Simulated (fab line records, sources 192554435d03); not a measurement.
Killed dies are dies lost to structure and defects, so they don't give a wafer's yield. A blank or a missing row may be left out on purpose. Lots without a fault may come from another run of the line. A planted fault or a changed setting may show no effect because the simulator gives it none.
A struck lot beside a sound one | flow n5_finfet | 15 steps out of a route of 1938
Sound: wafers L676.3, L676.4, L676.5. Struck: wafers L691.2, L691.5, L691.6. The cause comes at the end.
At each step with rows: each side's tool, then ch and its chambers, then its first start. Under that, the readings that differ: sound wafers | struck wafers | difference of the means | sigmas: that difference in standard deviations of wafers without a fault.
alike: readings whose means differ by less than 2 such deviations, and words and numbers that are the same on both sides. not compared: withheld readings, readings that some wafer has no value for, bounds like >300 that may hide the same value, and numbers for which the record gives no deviation and whose values overlap.
The two part at a step that has a row with sigmas, a row that says differs or no value, or rows on one side only. Numbers that don't overlap but have no deviation are shown without sigmas and don't part them. A reading that every wafer of one side lacks parts them only if that side has two wafers or more.

first, 10 steps without rows for these wafers: N5_SDB_DESCUM_16 (chemistry O2, time 7.9 s); N5_SDB_ETCH_17 (etches SiARC in CF4, target depth 23.4 nm, time 39 s); N5_SDB_ETCH_18 (etches SOC in N2/H2, target depth 100 nm, overetch 20 nm, time 150 s); N5_SDB_STRIP_19 (strips in N2/H2); N5_SDB_STRIP_21 (strips in CF4); N5_SDB_HM_OPEN_20 (chemistry CH3F/O2, target SiNx, stops on poly-Si, target depth 24 nm); N5_SDB_STRIP_22 (strips in N2/H2); N5_SDB_PRECLEAN_23 (cleans in dHF, time 30 s); N5_SDB_DUMMY_REMOVE_24 (chemistry TMAH, target poly-Si, stops on SiO2, target depth 142 nm, time 57 s, rinse time 30 s); N5_SDB_ETCH_25 (etches SiO2 in C4F6/O2, target depth 10 nm, time 3.3 s).
N5_SDB_CUT_ETCH_26: etches Si in HBr/Cl2/O2, target depth 129.6 nm, bt time 20 s, time 51.8 s.
  sound on rie_si-04 ch 0,1,3, day 4 01:08; struck on rie_si-04 ch 1,2,3, day 7 18:41
  no value came back on the struck wafers for any of 5 readings (HBr_flow_sccm (sccm), O2_flow_sccm (sccm) and others); on the sound wafers HBr_flow_sccm (sccm) reads 149.3 149.9 149.9
  reading                                 | sound          | struck         | difference | sigmas
  model.SiNx_of_SDB_HM_DEP_00.thk_nm (nm) | 22.2 22.2 21.2 | 37.8 37.8 38.8 | +16.3      |
  not compared: rf_hours_counter_h
N5_SDB_PRECLEAN_38: cleans in dHF, time 10 s.
  sound on wet_bench-03 ch 1,3,6, day 4 01:15; struck on wet_bench-01 ch 1,2,5, day 7 18:49
  reading                                 | sound          | struck         | difference | sigmas
  model.SiNx_of_SDB_HM_DEP_00.thk_nm (nm) | 22.2 22.2 21.2 | 37.8 37.8 38.8 | +16.3      |
then, 1 step without rows for these wafers: N5_SDB_PRECLEAN_39 (cleans in O3/DIW, time 45 s).
N5_BEOL_M4_RC_MEAS_101:
  the record has rows for the sound wafers here (prober-02 ch 0, day 9 03:30) and none for the struck ones
-- the record jumps here: 10 days lie between the struck wafers' starts before and after (it left off in module BEOL_M4 and takes up again in module PASSIVATION, whose first step shown is number 1936 of the route) --
N5_PASSIVATION_PROBE_49:
  sound on prober-01, day 13 20:44; struck on prober-02, day 17 08:54
  reading                  | sound          | struck         | difference | sigmas
  defect_limited_yield (%) | 89.5 90.4 93.9 | 0 0 0          | -91        | -65
  killed_at_front_end      | 42 52 33       | 1115 1123 1117 | +1076      | +98
  killed_dies              | 124 113 72     | 1180 1180 1180 | +1077      | +63
  killed_on_rim            | 13 25 8        | 152 152 152    | +137       | +33
  sort_bin_5_function (%)  | 6.4 5.0 4.0    | 96.9 95.8 96.1 | +91.1      | +99 or more
  sort_n_pass              | 1056 1067 1108 | 0 0 0          | -1077      | -63
  sort_yield_pct (%)       | 89.5 90.4 93.9 | 0 0 0          | -91        | -65
  alike: killed_at_M0_to_M3, killed_at_M4_up, killed_at_contacts, killed_at_other, killed_open, killed_short, sort_bin_6_memory

WHERE THEY PART
First at N5_SDB_CUT_ETCH_26; last, within this record, at N5_PASSIVATION_PROBE_49.

WHY: what the simulator had put in
Skipped step whole: rie_si-04, from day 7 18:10 on, at N5_SDB_CUT_ETCH_26. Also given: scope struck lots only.
